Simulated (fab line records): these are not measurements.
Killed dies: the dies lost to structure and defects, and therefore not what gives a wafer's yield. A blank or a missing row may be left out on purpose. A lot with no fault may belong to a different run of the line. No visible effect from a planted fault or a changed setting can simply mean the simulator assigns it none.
Struck lot and sound lot, side by side | flow n5-finfet | 39 steps out of a route of 1938
Sound: wafers L851.3, L851.4, L851.5. Wafers struck: L847.2, L847.4, L847.5. Last of all comes the cause.
For every step that has rows: the tool of each side, followed by ch and its chambers, followed by its first start. Under that, the readings that differ: sound wafers | struck wafers | difference of the means | sigmas: that difference in standard deviations of wafers without a fault.
alike: a reading whose means differ by less than 2 such deviations, as well as words and numbers matching on both sides. not compared: withheld readings; readings where some wafer has no value; bounds like >300 that might hide an equal value; numbers whose values overlap and for which the record gives no deviation.
Wherever a step has rows on one side only, a row that says differs or no value, or a row with sigmas, the two part there. Numbers that don't overlap but have no deviation are shown without sigmas and don't part them. Lack of a reading on every wafer of one side parts them only where that side has two or more wafers.

first, 9 steps without rows for these wafers: N5_BEOL_M4_ANNEAL_95 (time 240 s); N5_BEOL_M4_SPUTTER_96 (material Cu, target thk 4.5 nm, time 8.29 s); N5_BEOL_M4_ECD_50 (material Cu, target thk 300 nm); N5_BEOL_M4_ANNEAL_51 (time 90 s); N5_BEOL_M4_CMP_52 (polishes, stops on SiOC, t overpolish 6.8 s, target thk 40 nm); N5_BEOL_M4_PRE_CLEAN_60 (time 15 s); N5_BEOL_M4_CO_CAP_55 (material Co, precursor CCTBA/H2, target thk 2 nm, time 102.1 s); N5_BEOL_M4_PRE_CLEAN_56 (time 15 s); N5_BEOL_M4_DEP_57 (deposits SiCN from 3MS/NH3, target thk 8 nm, time 14 s).
N5_BEOL_M4_RC_MEAS_101:
  sound on prober-01 ch 0, day 12 02:35; struck on prober-02 ch 0, day 11 00:14
  alike: DIBL_N, DIBL_P, IOFF_N, IOFF_P, ION_N, ION_P, SS_N, SS_P, VT_N, VT_P
then, 24 steps without rows for these wafers: N5_BEOL_M5_ILD_DEP_00 (deposits SiCOH lowk from DEMS/porogen, target thk 140.64 nm, time 25.9 s); N5_BEOL_M5_CURE_79 (cures SiCOH lowk, time 240 s); N5_BEOL_M5_PECVD_70 (deposits SiO2 from TEOS/O2, target thk 16 nm, time 18 s); N5_BEOL_M5_HM_DEP_02 (deposits TiN, target thk 20 nm); N5_BEOL_M5_COAT_59 (time 60 s, resist thk 60 nm); N5_BEOL_M5_COAT_60 (time 60 s, resist thk 12 nm); N5_BEOL_M5_COAT_71 (time 60 s, resist thk 5 nm); N5_BEOL_M5_COAT_05 (resist thk 30 nm); N5_BEOL_M5_EBR_07; N5_BEOL_M5_SOFTBAKE_06 (time 60 s); N5_BEOL_M5_EXPOSE_08 (exposes mask M5, target cd 28 nm); N5_BEOL_M5_PEB_09 (peb time 60 s); N5_BEOL_M5_DEVELOP_10 (develop time 30 s); N5_BEOL_M5_DESCUM_16 (chemistry O2, time 7 s); N5_BEOL_M5_ETCH_72 (etches underlayer in N2/H2, target depth 6.5 nm, time 5.2 s); N5_BEOL_M5_ETCH_61 (etches SiARC in CF4, target depth 15.6 nm, time 26 s); N5_BEOL_M5_ETCH_62 (etches SOC in N2/H2, target depth 75 nm, overetch 15 nm, time 112.5 s); N5_BEOL_M5_STRIP_63 (strips in N2/H2); N5_BEOL_M5_STRIP_73 (strips in N2/H2); N5_BEOL_M5_STRIP_64 (strips in CF4); N5_BEOL_M5_HM_OPEN_17 (chemistry Cl2/BCl3, target TiN, target depth 20 nm, overetch 6 nm); N5_BEOL_M5_STRIP_19 (strips in O2); N5_BEOL_M5_COAT_65 (time 60 s, resist thk 60 nm); N5_BEOL_M5_COAT_66 (time 60 s, resist thk 12 nm).
-- here the record skips 3 days between the struck wafers' starts before and after, leaving off in module BEOL_M5 and picking up in module BEOL_M11 (first step shown: number 1596 of the route) --
N5_BEOL_M11_CMP_52: polishes, stops on SiCOH lowk, t overpolish 7 s, target thk 140 nm.
  sound on cmp-04 ch 0,1, day 14 22:26; struck on cmp-02 ch 1,2, day 13 21:53
  no value came back on the struck wafers for any of 5 readings (barrier-field-endpoint-s (s), clearing-platen-down-force-psi (psi) and others); on the sound wafers barrier-field-endpoint-s (s) reads 29.7 30.4 29.9
  reading                                     | sound             | struck         | difference | sigmas
  model.Cu_of_BEOL_M11_ECD_50.thk-nm (nm)     | 139.4 137.2 139.4 | 319 315.4 315  | +178       |
  model.SiO2_of_BEOL_M11_PECVD_70.thk-nm (nm) | 0 0 0             | 19.6 19.8 19.8 | +19.7      |
N5_BEOL_M11_THK_MEAS_53: measures by xrf.
  sound: film-metro-01 at day 14 22:41; struck: film-metro-02 at day 13 22:08
  reading      | sound             | struck            | difference | sigmas
  M11_THK (nm) | 137.7 134.8 137.5 | 315.8 314.9 313.6 | +178.1     | +68
N5_BEOL_M11_RS_MEAS_57: a four-point-probe measurement.
  sound: film-metro-02 at day 14 22:49; struck: film-metro-02 at day 13 22:16
  reading         | sound                | struck               | difference | sigmas
  M11_RS (ohm/sq) | 0.1519 0.1544 0.1521 | 0.0603 0.0609 0.0609 | -0.0921    | -33
N5_BEOL_M11_INSPECT_58: inspects for defects (darkfield).
  sound: defect-inspect-02 at day 14 22:50; struck: defect-inspect-01 at day 13 22:17
  reading          | sound    | struck         | difference | sigmas
  raw-defect-count | 68 99 68 | 1175 1099 1098 | +1046      | +52
N5_PASSIVATION_PROBE_49:
  the record has rows for the struck wafers here (prober-02, day 15 19:58) and none for the sound ones

## WHERE THEY PART
At N5_BEOL_M11_CMP_52 first; at N5_PASSIVATION_PROBE_49 last (within this record only).

WHY: whatever the simulator had introduced
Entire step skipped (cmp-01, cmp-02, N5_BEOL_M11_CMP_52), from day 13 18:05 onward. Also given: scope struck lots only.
